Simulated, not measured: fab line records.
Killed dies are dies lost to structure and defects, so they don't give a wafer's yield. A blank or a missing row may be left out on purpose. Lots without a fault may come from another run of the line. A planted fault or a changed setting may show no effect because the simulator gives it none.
Matching of chambers -- flow n5 finfet -- N5_BEOL_M11_VIA_ETCH_34 on rie diel-04 has 4 sister chambers
The step etches SiCOH lowk in C4F6/O2, target depth 184.5 nm, time 69.2 s. 4 wafers are shown with their chamber, then 7 later ones without.

## WAFERS, EACH WITH ITS CHAMBER
wafer,chamber,showerhead plenum p Torr (Torr)
L208.4,0,2.92
L210.1,3,2.91
L210.3,2,2.75
L213.4,1,2.90

## WAFERS WITHOUT THEIR CHAMBER
wafer,showerhead plenum p Torr (Torr)
L213.5,2.91
L215.2,2.91
L215.4,2.75
L215.5,2.92
L222.2,2.89
L222.3,2.90
L222.4,2.74

## EACH ONE'S CHAMBER
wafer,from the rows above,in truth
L213.5,can't be placed: 3 or 0 or 1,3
L215.2,can't be placed: 3 or 0 or 1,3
L215.4,2,2
L215.5,can't be placed: 0 or 3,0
L222.2,can't be placed: 1 or 3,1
L222.3,can't be placed: 1 or 3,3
L222.4,2,2
Correctly placed: 2 of 7. Unplaceable from these rows: 5, with the true chamber sitting among the candidates in 5. 0 placed wrongly.
How it was worked out, from the rows above alone: a wafer's distance from a chamber is the root of the sum, over the readings, of the square of ((its reading less the chamber's mean) divided by the reading's scatter). The wafer belongs to the nearest chamber; if the next one is less than 2 further off, it can't be placed. Each chamber's mean is taken over the wafers shown for it. The scatter: root of mean squared gap, hidden wafer to nearest shown wafer, with one shown wafer a chamber.
